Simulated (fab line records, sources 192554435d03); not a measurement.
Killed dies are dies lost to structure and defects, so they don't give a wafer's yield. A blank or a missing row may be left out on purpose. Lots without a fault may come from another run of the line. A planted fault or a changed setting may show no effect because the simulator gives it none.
Chamber matching | flow n5_finfet | N5_BEOL_M3_ETCH_63 on rie_diel-06: 4 sister chambers
The step etches SiARC in CF4, target depth 15.6 nm, time 26 s. 4 wafers are shown with their chamber, then 7 later ones without.

WAFERS WITH THEIR CHAMBER
wafer  | chamber | throttle_valve_pct (%)
L084.2 | 0       | 15.55
L087.3 | 3       | 15.31
L088.1 | 1       | 15.41
L088.3 | 2       | 15.95

WAFERS WITHOUT THEIR CHAMBER
wafer  | throttle_valve_pct (%)
L088.5 | 15.95
L089.1 | 15.33
L089.4 | 15.41
L089.6 | 15.54
L095.1 | 15.99
L095.3 | 15.61
L095.6 | 15.37

WHICH CHAMBER EACH WENT THROUGH
wafer  | from the rows above     | in truth
L088.5 | 2                       | 2
L089.1 | can't be placed: 3 or 1 | 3
L089.4 | 1                       | 1
L089.6 | 0                       | 0
L095.1 | 2                       | 2
L095.3 | 0                       | 0
L095.6 | can't be placed: 1 or 3 | 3
Placed correctly: 5 of 7. Can't be placed from these rows: 2 (the true chamber is among the candidates in 2). Placed wrongly: 0.
How it was worked out, from the rows above alone: a wafer's distance from a chamber is the root of the sum, over the readings, of the square of ((its reading less the chamber's mean) divided by the reading's scatter). The wafer belongs to the nearest chamber; if the next one is less than 2 further off, it can't be placed. A chamber's mean is the mean of its shown wafers. The scatter: with one shown wafer a chamber, the root of the mean of the squares of how far each hidden wafer lies from its nearest shown one.
